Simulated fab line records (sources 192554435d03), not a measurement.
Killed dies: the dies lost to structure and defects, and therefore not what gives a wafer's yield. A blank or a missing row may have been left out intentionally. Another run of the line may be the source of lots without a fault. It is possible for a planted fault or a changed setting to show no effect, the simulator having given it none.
Lot-split experiment	flow n5Finfet	16 wafers read from 7 lots, route of 1938 steps

## ABOUT THE SPLIT
At N5_BEOL_M3_SPUTTER_86 (material Cu, target thk 4.5 nm, time 8.29 s), the setting timeS was moved away from the recipe's 8.29 s on 4 of the 16 wafers read, by -12.2% to +13.9%. This setting was run at the recipe's value on the other wafers.

The reading is taken at the split's own step.

## THE READING
Cu_of_BEOL_M3_SPUTTER_86.thkNm (the simulator's own value, which no gauge read), in nm, at N5_BEOL_M3_SPUTTER_86 (material Cu, target thk 4.5 nm, time 8.29 s). No usual value for it is given in the file. Here, 12 wafers ran the recipe; their average is 4.5 nm with a standard deviation of 0.099 nm.

wafer	tool, chamber at the split	timeS as run, s	against the recipe	Cu_of_BEOL_M3_SPUTTER_86.thkNm, nm	against lot-mates on the recipe
L074.4	pvdSputter-01, -	8.29	recipe	4.4	-
L074.6	pvdSputter-01, -	8.29	recipe	4.4	-
L078.3	pvdSputter-03, -	8.29	recipe	4.6	-
L078.4	pvdSputter-03, -	8.29	recipe	4.6	-
L078.6	pvdSputter-03, -	8.29	recipe	4.4	-
L083.4	pvdSputter-03, -	8.29	recipe	4.6	-
L083.5	pvdSputter-03, -	8.29	recipe	4.6	-
L085.2	pvdSputter-02, -	8.29	recipe	4.4	-
L085.3	pvdSputter-02, -	8.29	recipe	4.4	-
L085.6	pvdSputter-02, -	7.399	-10.7%	4	-0.4
L088.1	pvdSputter-03, -	8.29	recipe	4.4	-
L088.2	pvdSputter-03, -	7.279	-12.2%	4	-0.4
L088.5	pvdSputter-03, -	7.279	-12.2%	4	-0.4
L091.1	pvdSputter-03, -	8.29	recipe	4.4	-
L091.4	pvdSputter-03, -	9.445	+13.9%	5.2	+0.8
L092.5	pvdSputter-02, -	8.29	recipe	4.6	-

THE FIT
A straight line over all 16 wafers: Cu_of_BEOL_M3_SPUTTER_86.thkNm changes by +0.0449 nm for each +1% of timeS; r = +0.95; the points scatter about the line by 0.096 nm.
The same after taking each lot's own level away (the mean of its wafers on the recipe; 16 wafers): +0.0426 nm for each +1%; r = +0.96; scatter 0.078 nm.
Per that fit: largest timeS move, reading shift of 0.59 nm.
Measured against the standard deviation above, the lots' own levels, which go from 4.40 to 4.60 nm, span 2.0 times it.
So the lot-to-lot level changes the slope little: the two slopes agree.
Check: for one of the wafers moved furthest among these (+13.9%), held out of the fit, the line's prediction against its lot-mates is +0.473 nm. It came out at +0.8 nm against them.

## OTHER SPLITS APPLIED TO THESE WAFERS
These wafers also went through other splits before the reading. Each is held against what the fit with the lots' levels taken away leaves over:
other split on the same wafers	wafers away from the commonest value	r with Cu_of_BEOL_M3_SPUTTER_86.thkNm (lot level and that fit taken away)
N5_BEOL_M3_COAT_05 spinRpm	3	-0.21
N5_BEOL_M3_SPUTTER_48 timeS	4	-0.11

## FILE'S OWN FIT
Cu_of_BEOL_M3_SPUTTER_86.thkNm changes by +0.0428 nm for each +1% of timeS, r = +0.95.
